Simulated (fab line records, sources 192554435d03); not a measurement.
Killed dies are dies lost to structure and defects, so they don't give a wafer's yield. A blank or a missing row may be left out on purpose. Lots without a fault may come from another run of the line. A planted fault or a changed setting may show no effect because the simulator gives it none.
Chamber matching | flow n5_finfet | N5_MIM_TOP_ETCH_STRIP_01 on rie_diel-06: 4 sister chambers
The step strips in O2. 8 wafers are shown with their chamber, then 8 later ones without.

WAFERS WITH THEIR CHAMBER
wafer  | chamber | showerhead_plenum_p_Torr (Torr) | throttle_valve_pct (%)
L080.4 | 1       | 2.04                            | 16.65
L086.3 | 2       | 2.11                            | 16.25
L088.3 | 0       | 2.23                            | 16.37
L088.4 | 1       | 2.04                            | 16.78
L090.1 | 2       | 2.11                            | 16.30
L090.2 | 0       | 2.22                            | 16.40
L090.3 | 3       | 2.01                            | 16.87
L091.1 | 3       | 2.01                            | 16.95

WAFERS WITHOUT THEIR CHAMBER
wafer  | showerhead_plenum_p_Torr (Torr) | throttle_valve_pct (%)
L091.5 | 2.01                            | 16.88
L091.6 | 2.22                            | 16.40
L095.1 | 2.10                            | 16.32
L095.4 | 2.22                            | 16.39
L095.6 | 2.22                            | 16.37
L097.2 | 2.22                            | 16.44
L097.5 | 2.22                            | 16.40
L097.6 | 2.03                            | 16.85

WHICH CHAMBER EACH WENT THROUGH
wafer  | from the rows above | in truth
L091.5 | 3                   | 3
L091.6 | 0                   | 0
L095.1 | 2                   | 2
L095.4 | 0                   | 0
L095.6 | 0                   | 0
L097.2 | 0                   | 0
L097.5 | 0                   | 0
L097.6 | 1                   | 1
Placed correctly: 8 of 8. Can't be placed from these rows: 0. Placed wrongly: 0.
How it was worked out, from the rows above alone: a wafer's distance from a chamber is the root of the sum, over the readings, of the square of ((its reading less the chamber's mean) divided by the reading's scatter). The wafer belongs to the nearest chamber; if the next one is less than 2 further off, it can't be placed. A chamber's mean is the mean of its shown wafers. The scatter: the root of (the sum of the squares of (reading less its chamber's mean) over the shown wafers, divided by (wafers less chambers)).
